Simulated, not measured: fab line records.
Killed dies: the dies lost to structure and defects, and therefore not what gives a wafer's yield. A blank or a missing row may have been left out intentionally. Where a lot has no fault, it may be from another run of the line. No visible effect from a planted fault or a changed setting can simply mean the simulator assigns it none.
Which tool was responsible? :: flow n5 finfet :: 6 lots with 18 wafers sampled at 3 steps, on a route of 1938 steps

WHAT THE GAUGES READ, wafer by wafer
N5_BEOL_M10_INSPECT_58: inspects for defects (darkfield).
lot: L964
measured: day 11 14:22
on: defect inspect-02
raw defect count: 58 40 50

lot: L970
measured: day 12 20:00
on: defect inspect-01
raw defect count: 51 77 82

lot: L976
measured: day 14 20:41
on: defect inspect-02
raw defect count: 104 41 64

lot: L980
measured: day 15 13:10
on: defect inspect-02
raw defect count: 110 74 95

lot: L978
measured: day 15 17:31
on: defect inspect-02
raw defect count: 104 82 80

lot: L981
measured: day 16 07:06
on: defect inspect-01
raw defect count: 80 66 98

WHICH TOOL RAN EACH LOT (tool, then ch and the chambers of the sampled wafers, then the start)
lot: L964
N5_BEOL_M10_ALD_74: ald metal-03 ch 1,2,3, day 11 12:44
N5_BEOL_M10_SURFACE_TREAT_76: pvd sputter-02, day 11 13:07

lot: L970
N5_BEOL_M10_ALD_74: ald metal-03 ch 2,3, day 12 18:05
N5_BEOL_M10_SURFACE_TREAT_76: pvd sputter-03, day 12 18:23

lot: L976
N5_BEOL_M10_ALD_74: ald metal-03 ch 0,3, day 14 19:07
N5_BEOL_M10_SURFACE_TREAT_76: pvd sputter-01, day 14 19:28

lot: L980
N5_BEOL_M10_ALD_74: ald metal-01 ch 0,1, day 15 11:37
N5_BEOL_M10_SURFACE_TREAT_76: pvd sputter-01, day 15 11:55

lot: L978
N5_BEOL_M10_ALD_74: ald metal-02 ch 0,3, day 15 14:23
N5_BEOL_M10_SURFACE_TREAT_76: pvd sputter-01, day 15 15:45

lot: L981
N5_BEOL_M10_ALD_74: ald metal-01 ch 0,2,3, day 16 04:57
N5_BEOL_M10_SURFACE_TREAT_76: pvd sputter-01, day 16 05:28
- N5_BEOL_M10_ALD_74: deposits TaN, target thk 2 nm, pulse time 2 s, purge time 3 s.
- N5_BEOL_M10_SURFACE_TREAT_76

THE ANSWER, worked out from the rows above alone
Rule: what is usual is taken from the lots themselves. The widest of any qualifying gaps counts: lots, ordered by their means at a reading, are off when they make up no more than a third of the lots, leave a main group of 4 or more, and stand apart from it by 3 or more times the standard deviation of that group's means. Not used: any main group whose means are identical at the precision the tables above print for the reading. Also off: a lot with no number at a reading for which 4 or more lots have one. The other lots that the step has rows for count as sound.
No lot is off at any reading shown: from this, nothing can be told.

WHAT THE SIMULATOR HAD INSERTED
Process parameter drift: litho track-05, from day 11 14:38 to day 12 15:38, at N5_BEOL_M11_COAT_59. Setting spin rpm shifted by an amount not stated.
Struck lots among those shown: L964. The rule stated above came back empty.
